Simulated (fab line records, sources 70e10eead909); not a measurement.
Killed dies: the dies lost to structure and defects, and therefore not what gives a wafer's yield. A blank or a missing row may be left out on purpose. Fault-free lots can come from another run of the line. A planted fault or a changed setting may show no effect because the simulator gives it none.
A struck lot beside a sound one || flow nandHarc || 20 out of 1159 route steps
Sound: the wafers L420.1, L420.3, L420.4. The struck wafers were L427.1, L427.2, L427.5. The cause comes at the end.
At each step with rows: each side's tool, then ch and its chambers, then its first start. Under that, the readings that differ: sound wafers || struck wafers || difference of the means || sigmas: that difference in standard deviations of wafers without a fault.
alike: readings whose means differ by less than 2 such deviations, and words and numbers that are the same on both sides. not compared: withheld readings, readings that some wafer has no value for, bounds like >300 that may hide the same value, and numbers for which the record gives no deviation and whose values overlap.
A row with sigmas, a row that says differs or no value, or rows on one side alone: a step with any of these is where the two part. Numbers that don't overlap but have no deviation are shown without sigmas and don't part them. Lack of a reading on every wafer of one side parts them only where that side has two or more wafers.

NHARC_A_BLC_CMP_25: polishes, t overpolish 30 s, target thk 150 nm.
  sound on cmp-02 ch 0,1,3, day 18 13:19; struck on cmp-02 ch 1,3, day 20 04:50
{"reading": "timeToEndpointS (s)", "sound": "21.1 26.9 25.0", "struck": "29.7 32.3 29.6", "difference": "+6.2", "sigmas": "+2"}
  alike: edgeZonePressureFrac, motorCurrentA, overpolishRunS
following that, these wafers have no rows for 1 step: NHARC_A_BLC_SRD_27.
NHARC_A_BLC_INSPECT_28:
  sound on defectInspect-01, day 18 13:43; struck on defectInspect-01, day 20 05:13
  alike: rawDefectCount
then, 8 steps without rows for these wafers: NHARC_A_M0_DEP_00 (deposits SiOC, target thk 150 nm); NHARC_A_M0_DEHYDRATE_01 (time 120 s); NHARC_A_M0_HMDS_02 (time 30 s); NHARC_A_M0_COAT_33 (time 65 s); NHARC_A_M0_COAT_03 (resist thk 90 nm); NHARC_A_M0_SOFTBAKE_04 (time 55 s); NHARC_A_M0_EBR_05; NHARC_A_M0_EXPOSE_06 (exposes mask A M0, target cd 80 nm).
NHARC_A_M0_PEB_07: peb time 65 s.
  sound on lithoTrack-06 ch 0, day 18 14:49; struck on lithoTrack-06 ch 0, day 20 05:55
{"reading": "heaterPowerTotalW (W)", "sound": "157.1 156.5 156.1", "struck": "165.7 165.9 166.3", "difference": "+9.4", "sigmas": "+23"}
{"reading": "plateTempC (C)", "sound": "100.06 99.93 100.02", "struck": "104.06 104.05 104.06", "difference": "+4.05", "sigmas": "+27"}
then, 1 step without rows for these wafers: NHARC_A_M0_DEVELOP_08 (develop time 35 s).
NHARC_A_M0_CD_MEAS_09: the cd target is 80 nm.
  sound on cdSem-01 ch 0, day 18 14:54; struck on cdSem-02 ch 0, day 20 05:59
{"reading": "cdNm (nm)", "sound": "80.1 79.5 81.1", "struck": "91.8 92.8 92.8", "difference": "+12.2", "sigmas": "+15"}
NHARC_A_M0_OVL_MEAS_10: pitch 160 nm.
  sound on overlay-01, day 18 14:59; struck on overlay-01, day 20 06:05
  alike: overlayXNm, overlayYNm
NHARC_A_M0_INSPECT_11:
  sound on defectInspect-02, day 18 15:01; struck on defectInspect-01, day 20 06:07
  alike: rawDefectCount
NHARC_A_M0_DESCUM_14: chemistry O2, time 3 s.
  sound on rieDiel-07 ch 0,1,3, day 18 15:05; struck on rieDiel-10 ch 0,2, day 20 06:11
{"reading": "model.A_M0.cdNm (nm)", "sound": "81.04 78.95 80.23", "struck": "92.38 92.88 93.59", "difference": "+12.88", "sigmas": ""}
  alike: drypumpMotorCurrentA, o2FlowSccm, oesProductAu, rfVppV, showerheadPlenumPTorr, throttleValvePct
  not compared: rfHoursCounterH
NHARC_A_M0_ETCH_34: etches the open film in N2/H2, target depth 40 nm, overetch 12 nm, time 43.94 s.
  sound on rieDiel-07 ch 0,1,2, day 18 15:10; struck on rieDiel-10 ch 0,1,2, day 20 06:16
  alike: drypumpMotorCurrentA, oesProductAu, rfVppV, showerheadPlenumPTorr, throttleValvePct
  not compared: rfHoursCounterH
NHARC_A_M0_ETCH_15: etches the open film in C4F8/Ar, target depth 150 nm, overetch 15 nm, time 82.5 s.
  sound on rieDiel-07 ch 1,2,3; struck on rieDiel-10 ch 2,3
{"reading": "oesProductAu (a.u.)", "sound": "0.962 0.967 0.972", "struck": "0.920 0.912 0.915", "difference": -0.051, "sigmas": -2}
{"reading": "model.A_M0.cdNm (nm)", "sound": "81.39 78.72 80.17", "struck": "91.86 92.66 93.11", "difference": "+12.45", "sigmas": ""}
  alike: rfVppV
  not compared: rfHoursCounterH
NHARC_A_M0_CD_MEAS_16:
  sound on cdSem-03, day 18 15:23; struck on cdSem-03, day 20 06:29
{"reading": "cdNm (nm)", "sound": "81.5 78.5 80.3", "struck": "91.8 92.5 93.3", "difference": "+12.4", "sigmas": "+13"}

## WHERE THEY PART
First at NHARC_A_BLC_CMP_25; last, within this record, at NHARC_A_M0_CD_MEAS_16.

WHY: whatever the simulator had introduced
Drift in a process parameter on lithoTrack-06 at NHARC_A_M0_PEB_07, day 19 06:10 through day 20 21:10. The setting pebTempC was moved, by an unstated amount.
